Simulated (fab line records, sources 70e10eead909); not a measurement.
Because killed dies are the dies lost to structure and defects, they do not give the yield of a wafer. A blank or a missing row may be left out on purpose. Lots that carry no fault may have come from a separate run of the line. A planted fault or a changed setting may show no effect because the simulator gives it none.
Matching of chambers || flow nand-harc || 4 sister chambers for NHARC_A_STAIRCASE_ALD_415 on ald-hk-04
The step deposits SiO2, target thk 30 nm, pulse time 6 s, ald cycles 300. 8 wafers are shown with their chamber, then 12 later ones without.

## WAFERS PAIRED WITH THEIR CHAMBERS
{"wafer": "L080.4", "chamber": 0, "heater-power-w (W)": 490, "precursor-pulse-height-rel": 1.001}
{"wafer": "L081.6", "chamber": 1, "heater-power-w (W)": 415, "precursor-pulse-height-rel": 1.004}
{"wafer": "L082.2", "chamber": 2, "heater-power-w (W)": 503, "precursor-pulse-height-rel": 0.987}
{"wafer": "L082.3", "chamber": 0, "heater-power-w (W)": 477, "precursor-pulse-height-rel": 0.985}
{"wafer": "L082.4", "chamber": 3, "heater-power-w (W)": 420, "precursor-pulse-height-rel": 0.980}
{"wafer": "L082.1", "chamber": 1, "heater-power-w (W)": 423, "precursor-pulse-height-rel": 1.020}
{"wafer": "L082.5", "chamber": 3, "heater-power-w (W)": 425, "precursor-pulse-height-rel": 1.002}
{"wafer": "L082.6", "chamber": 2, "heater-power-w (W)": 498, "precursor-pulse-height-rel": 1.019}

## WAFERS WHOSE CHAMBER IS MISSING
{"wafer": "L086.1", "heater-power-w (W)": 508, "precursor-pulse-height-rel": 1.012}
{"wafer": "L086.2", "heater-power-w (W)": 413, "precursor-pulse-height-rel": 0.982}
{"wafer": "L086.4", "heater-power-w (W)": 427, "precursor-pulse-height-rel": 0.996}
{"wafer": "L095.1", "heater-power-w (W)": 386, "precursor-pulse-height-rel": 1.011}
{"wafer": "L095.2", "heater-power-w (W)": 519, "precursor-pulse-height-rel": 1.012}
{"wafer": "L095.3", "heater-power-w (W)": 427, "precursor-pulse-height-rel": 1.002}
{"wafer": "L094.1", "heater-power-w (W)": 401, "precursor-pulse-height-rel": 1.011}
{"wafer": "L094.2", "heater-power-w (W)": 522, "precursor-pulse-height-rel": 1.013}
{"wafer": "L094.5", "heater-power-w (W)": 390, "precursor-pulse-height-rel": 0.999}
{"wafer": "L094.3", "heater-power-w (W)": 489, "precursor-pulse-height-rel": 0.988}
{"wafer": "L094.4", "heater-power-w (W)": 435, "precursor-pulse-height-rel": 0.995}
{"wafer": "L094.6", "heater-power-w (W)": 507, "precursor-pulse-height-rel": 0.979}

## EACH ONE'S CHAMBER
{"wafer": "L086.1", "from the rows above": 2, "in truth": 2}
{"wafer": "L086.2", "from the rows above": "can't be placed: 3 or 1", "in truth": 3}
{"wafer": "L086.4", "from the rows above": "can't be placed: 3 or 1", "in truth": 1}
{"wafer": "L095.1", "from the rows above": "can't be placed: 1 or 3", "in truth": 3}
{"wafer": "L095.2", "from the rows above": 2, "in truth": 2}
{"wafer": "L095.3", "from the rows above": "can't be placed: 3 or 1", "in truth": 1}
{"wafer": "L094.1", "from the rows above": "can't be placed: 1 or 3", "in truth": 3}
{"wafer": "L094.2", "from the rows above": 2, "in truth": 2}
{"wafer": "L094.5", "from the rows above": "can't be placed: 1 or 3", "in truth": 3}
{"wafer": "L094.3", "from the rows above": "can't be placed: 0 or 2", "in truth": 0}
{"wafer": "L094.4", "from the rows above": "can't be placed: 3 or 1", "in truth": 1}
{"wafer": "L094.6", "from the rows above": 2, "in truth": 2}
Correct placement for 4 of the 12. Can't be placed from these rows: 8 (the true chamber is among the candidates in 8). Placed wrongly: 0.
How it was worked out, from the rows above alone: a wafer's distance from a chamber is the root of the sum, over the readings, of the square of ((its reading less the chamber's mean) divided by the reading's scatter). If the next closest chamber is less than 2 further off than the closest, the wafer can't be placed; otherwise it belongs to the closest. For every chamber, the mean is computed from those of its wafers that are shown. The scatter is the square root of a quotient: the sum, over the shown wafers, of each reading's squared deviation from its chamber's mean, divided by wafers minus chambers.
